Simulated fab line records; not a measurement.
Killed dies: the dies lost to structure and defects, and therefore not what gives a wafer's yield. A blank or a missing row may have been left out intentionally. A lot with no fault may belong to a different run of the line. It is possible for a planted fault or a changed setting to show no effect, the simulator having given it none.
One fault seen from 2 desks | flow n5 finfet | each desk holds nothing but its own numbers, with what lay behind them at the end

## TOOL OWNER'S DESK, litho track-03
The tool's own readings at N5_BEOL_M8_COAT_22 (resist thk 30 nm): means of the sampled wafers that have a number, for each lot that ran on this tool. Marked OUT: a lot whose mean sits more than 4 standard deviations from the usual mean, which makes it out of limits; the brackets give that distance.
Columns: A = spin speed rpm at N5_BEOL_M8_COAT_22, usual 1500.0 rpm
lot  | first seen here | A
L235 | day 11 00:47    | 1500.0
L241 | day 12 16:23    | 1500.0
L246 | day 13 15:20    | 1384.7 (-96) OUT
L247 | day 14 00:55    | 1383.8 (-97) OUT
Finding of this desk: L246, L247 out of limits; the first was L246 at day 13 15:20, on spin speed rpm at N5_BEOL_M8_COAT_22. In limits: L235, L241.

## FROM THE METROLOGY DESK
Means of the sampled wafers that have a number, per lot and without regard to the tool the lot ran on: this is what the gauges read. Marked OUT: a lot whose mean sits more than 4 standard deviations from the usual mean, which makes it out of limits; the brackets give that distance.
Columns: A = cd nm at N5_BEOL_M8_CD_MEAS_11, usual 38.6 nm
lot  | first seen here | A
L231 | day 10 00:21    | 38.6
L234 | day 10 03:43    | 38.9
L235 | day 10 21:34    | 38.4
L237 | day 11 05:41    | 38.9
L240 | day 11 16:19    | 39.1
L241 | day 12 14:33    | 38.6
L246 | day 13 14:14    | 37.9
L247 | day 13 22:47    | 38.2
L249 | day 14 09:59    | 39.2
L250 | day 15 02:13    | 38.4
L252 | day 15 07:19    | 38.5
This desk's verdict: no lot among the 11 shows anything out of limits.

## TAKEN TOGETHER
The tool owner's desk had the chance to raise an alarm at day 13 15:20 on L246, L247.
Metrology desk: nothing out of limits seen.
The metrology desk holds a record of L246, L247, inside its limits.
Every lot named ran N5_BEOL_M8_COAT_22 on litho track-03.

## WHAT HAD BEEN PUT IN BY THE SIMULATOR
Drift in process parameters on litho track-03 at N5_BEOL_M8_COAT_22, starting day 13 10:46. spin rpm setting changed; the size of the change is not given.
Shown lots that were struck: L246, L247.
Delay in hours, fault start to first out-of-limits reading, by desk: the tool owner's desk at 5.
